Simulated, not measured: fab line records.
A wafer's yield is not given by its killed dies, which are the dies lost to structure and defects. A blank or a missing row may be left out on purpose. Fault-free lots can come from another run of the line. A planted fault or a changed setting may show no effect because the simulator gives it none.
Chamber matching :: flow nandHarc :: 4 sister chambers for NHARC_P_CONTACT_CMP_01 on cmp-04
The step polishes SiO2, target thk 200 nm. 8 wafers are shown with their chamber, then 9 later ones without.

WAFERS WITH THEIR CHAMBER
wafer: L075.2
chamber: 0
motorCurrentA (A): 11.6

wafer: L079.1
chamber: 3
motorCurrentA (A): 14.4

wafer: L079.5
chamber: 3
motorCurrentA (A): 14.1

wafer: L080.6
chamber: 0
motorCurrentA (A): 11.7

wafer: L084.5
chamber: 2
motorCurrentA (A): 13.7

wafer: L091.3
chamber: 2
motorCurrentA (A): 13.2

wafer: L091.4
chamber: 1
motorCurrentA (A): 12.3

wafer: L091.6
chamber: 1
motorCurrentA (A): 12.8

WAFERS WITH NO CHAMBER GIVEN
wafer: L095.1
motorCurrentA (A): 13.2

wafer: L095.4
motorCurrentA (A): 13.8

wafer: L095.6
motorCurrentA (A): 14.9

wafer: L094.1
motorCurrentA (A): 13.1

wafer: L094.4
motorCurrentA (A): 12.1

wafer: L094.6
motorCurrentA (A): 13.9

wafer: L096.1
motorCurrentA (A): 12.4

wafer: L096.4
motorCurrentA (A): 11.8

wafer: L096.6
motorCurrentA (A): 14.2

THE CHAMBER EACH PASSED THROUGH
wafer: L095.1
from the rows above: can't be placed: 2 or 1
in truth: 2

wafer: L095.4
from the rows above: can't be placed: 2 or 3
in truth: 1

wafer: L095.6
from the rows above: 3
in truth: 3

wafer: L094.1
from the rows above: can't be placed: 2 or 1
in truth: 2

wafer: L094.4
from the rows above: can't be placed: 0 or 1
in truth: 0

wafer: L094.6
from the rows above: can't be placed: 3 or 2
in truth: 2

wafer: L096.1
from the rows above: 1
in truth: 1

wafer: L096.4
from the rows above: 0
in truth: 0

wafer: L096.6
from the rows above: 3
in truth: 3
Correct placement for 4 of the 9. Not placeable from these rows: 5 (in 4, the candidates include the true chamber). Placed wrongly: 0.
How it was worked out, from the rows above alone: a wafer's distance from a chamber is the root of the sum, over the readings, of the square of ((its reading less the chamber's mean) divided by the reading's scatter). The wafer belongs to the nearest chamber; if the next one is less than 2 further off, it can't be placed. Each chamber's mean is taken over the wafers shown for it. The scatter: the root of (the sum of the squares of (reading less its chamber's mean) over the shown wafers, divided by (wafers less chambers)).
